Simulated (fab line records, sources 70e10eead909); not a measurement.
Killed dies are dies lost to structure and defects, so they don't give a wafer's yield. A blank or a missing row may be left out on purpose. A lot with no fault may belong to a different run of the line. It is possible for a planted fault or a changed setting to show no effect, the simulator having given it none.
Comparing a struck lot with a sound one | flow nand harc | 13 out of 1159 route steps
Sound: these wafers, L878.1, L878.3, L878.4. Wafers struck: L875.2, L875.5, L875.6. The cause comes at the end.
Per side, at each step with rows, come the tool, then ch with its chambers, and then its first start. Under that, the readings that differ: sound wafers | struck wafers | difference of the means | sigmas: that difference in standard deviations of wafers without a fault.
alike: a reading whose means differ by less than 2 such deviations, as well as words and numbers matching on both sides. not compared: withheld readings; readings where some wafer has no value; bounds like >300 that might hide an equal value; numbers whose values overlap and for which the record gives no deviation.
A row with sigmas, a row that says differs or no value, or rows on one side alone: a step with any of these is where the two part. Numbers that have no deviation but don't overlap get no sigmas and don't part them. Lack of a reading on every wafer of one side parts them only where that side has two or more wafers.

NHARC_A_SOURCE_PLATE_THK_MEAS_09: measures by ellipsometry.
  struck on film metro-01, day 9 10:22; sound on film metro-01, day 10 20:46
  alike: thk nm
then, 3 steps without rows for these wafers: NHARC_A_SOURCE_PLATE_PVD_04 (deposits WSi2, target thk 50 nm); NHARC_A_SOURCE_PLATE_CVD_03 (deposits poly-Si, target thk 200 nm, time 4000 s); NHARC_A_SOURCE_PLATE_ANNEAL_05 (time 1800 s).
NHARC_A_SOURCE_PLATE_THK_MEAS_06: measures by ellipsometry.
  struck on film metro-01, day 9 23:31; sound on film metro-01, day 11 10:28
  reading     | sound             | struck            | difference | sigmas
  thk nm (nm) | 193.0 194.6 195.9 | 198.4 202.0 200.5 | +5.8       | +3
NHARC_A_SOURCE_PLATE_INSPECT_08:
  struck on defect inspect-02, day 9 23:36; sound on defect inspect-01, day 11 10:32
  alike: raw defect count
then NHARC_A_ONON_D1_DEP_00 (target thk 1000 nm), 1 step lacking rows for these wafers.
NHARC_A_ONON_D1_THK_MEAS_02: measures by ellipsometry.
  struck on film metro-01, day 10 00:11; sound on film metro-01, day 11 11:07
  alike: thk nm
then NHARC_A_ONON_D1_DEP_03 (target thk 1000 nm), 1 step lacking rows for these wafers.
NHARC_A_ONON_D1_THK_MEAS_05: measures by ellipsometry.
  struck on film metro-01, day 10 00:44; sound on film metro-01, day 11 11:41
  alike: thk nm
NHARC_A_ONON_D1_DEP_06: target thk 1000 nm.
  sound on pecvd onon-02 ch 0, day 11 11:44; struck on pecvd onon-03 ch 0, day 10 00:51
NHARC_A_ONON_D1_THK_MEAS_08: measures by ellipsometry.
  struck on film metro-01, day 10 01:18; sound on film metro-02, day 11 12:14
  reading     | sound          | struck      | difference | sigmas
  thk nm (nm) | 1005 1005 1005 | 886 889 887 | -118       | -12
then NHARC_A_ONON_D1_DEP_09 (target thk 1000 nm), 1 step lacking rows for these wafers.

== WHERE THEY PART ==
First at NHARC_A_SOURCE_PLATE_THK_MEAS_06; last, within this record, at NHARC_A_ONON_D1_THK_MEAS_08.

WHY: what the simulator had put in
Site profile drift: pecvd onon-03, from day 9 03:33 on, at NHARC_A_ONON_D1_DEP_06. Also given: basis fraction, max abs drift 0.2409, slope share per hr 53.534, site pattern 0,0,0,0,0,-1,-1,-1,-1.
